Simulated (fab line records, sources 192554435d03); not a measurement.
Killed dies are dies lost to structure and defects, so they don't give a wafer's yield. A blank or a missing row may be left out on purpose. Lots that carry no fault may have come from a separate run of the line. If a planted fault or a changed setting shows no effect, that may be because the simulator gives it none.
A lot that was struck, set against a sound lot	flow n5 finfet	14 steps out of a route of 1938
Sound: the wafers L113.1, L113.3, L113.6. Struck: wafer L119.2 (left out: L119.5, a lot-mate that was not struck); the cause follows at the end.
Per side, at each step with rows, come the tool, then ch with its chambers, and then its first start. Under that, the readings that differ: sound wafers	struck wafers	difference of the means	sigmas: that difference in standard deviations of wafers without a fault.
alike: readings with means less than 2 such deviations apart, plus words and numbers identical on both sides. not compared: withheld readings, readings lacking a value on some wafer, bounds such as >300 that could conceal the same value, and numbers that have no deviation in the record and whose values overlap.
A row with sigmas, a row that says differs or no value, or rows on one side alone: a step with any of these is where the two part. Non-overlapping numbers with no deviation appear without sigmas and do not part them. A reading that every wafer of one side lacks parts them only if that side has two wafers or more.

first, 1 step without rows for these wafers: N5_ILD0_CURE_02 (time 1800 s).
N5_ILD0_CMP_03: polishes, stops on SiNx, t overpolish 1.9 s, target thk 197.38 nm.
  sound on cmp-02 ch 1,2,3, day 5 17:26; struck on cmp-02 ch 0, day 7 00:52
  alike: motor current A, overpolish run s, time to endpoint s
N5_ILD0_THK_MEAS_04:
  struck on film metro-01, day 7 01:02; sound on film metro-01, day 5 17:43
  alike: thk nm
N5_ILD0_CMP_07: polishes SiO2 flowable, stops on poly-Si, t overpolish 1.18 s, target thk 138.88 nm.
  sound on cmp-02 ch 0,2,3, day 5 17:53; struck on cmp-02 ch 1, day 7 01:04
  alike: motor current A
N5_ILD0_THK_MEAS_08:
  struck on film metro-01, day 7 01:22; sound on film metro-01, day 5 18:11
  alike: thk nm
then, 1 step without rows for these wafers: N5_ILD0_PRECLEAN_10 (cleans in NF3:NH3, afs cycles 5, time 20 s, sublimation time 60 s).
N5_ILD0_ALD_15: deposits SiNx, target thk 24 nm, pulse time 1 s, ald cycles 480.
  sound on ald sin-04 ch 0,2,3, day 5 18:53; struck on ald sin-01 ch 3, day 7 02:05
  alike: heater power w, precursor pulse height rel
N5_ILD0_CMP_12: polishes SiNx, stops on poly-Si, t overpolish 6 s, target thk 17.67 nm.
  sound on cmp-01 ch 0,2, day 5 21:16; struck on cmp-02 ch 0, day 7 04:21
  alike: motor current A, overpolish run s, time to endpoint s
N5_ILD0_THK_MEAS_13:
  struck on film metro-02, day 7 04:34; sound on film metro-01, day 5 21:33
  alike: thk nm
N5_ILD0_INSPECT_06: inspects for defects (darkfield).
  struck on defect inspect-02, day 7 04:36; sound on defect inspect-02, day 5 21:35
  alike: raw defect count
N5_SDB_HM_DEP_00: deposits SiNx from SiH4/NH3/N2, target thk 40 nm, time 35.3 s.
  sound on pecvd-04 ch 0,1,2, day 5 21:37; struck on pecvd-03 ch 2, day 7 04:38
reading	sound	struck	difference	sigmas
throttle valve pct (%)	39.2 42.3 40.1	35.8	-4.7	-2
  alike: heater power w, showerhead plenum p Torr
then, 1 step without rows for these wafers: N5_SDB_COAT_03 (time 60 s, resist thk 100 nm).
N5_SDB_COAT_04: time 60 s, resist thk 18 nm.
  sound on litho track-01 ch 0, day 5 21:42; struck on litho track-01 ch 0, day 7 04:43
reading	sound	struck	difference	sigmas
heater power total W (W)	425.9 424.4 428.9	483.4	+57.0	+27
run length s (s)	66.48 66.52 66.62	55.77	-10.77	-72
then, 1 step without rows for these wafers: N5_SDB_COAT_05 (resist thk 90 nm).

== WHERE THEY PART ==
At N5_SDB_HM_DEP_00 first; at N5_SDB_COAT_04 last (within this record only).

WHY: what had been put in by the simulator
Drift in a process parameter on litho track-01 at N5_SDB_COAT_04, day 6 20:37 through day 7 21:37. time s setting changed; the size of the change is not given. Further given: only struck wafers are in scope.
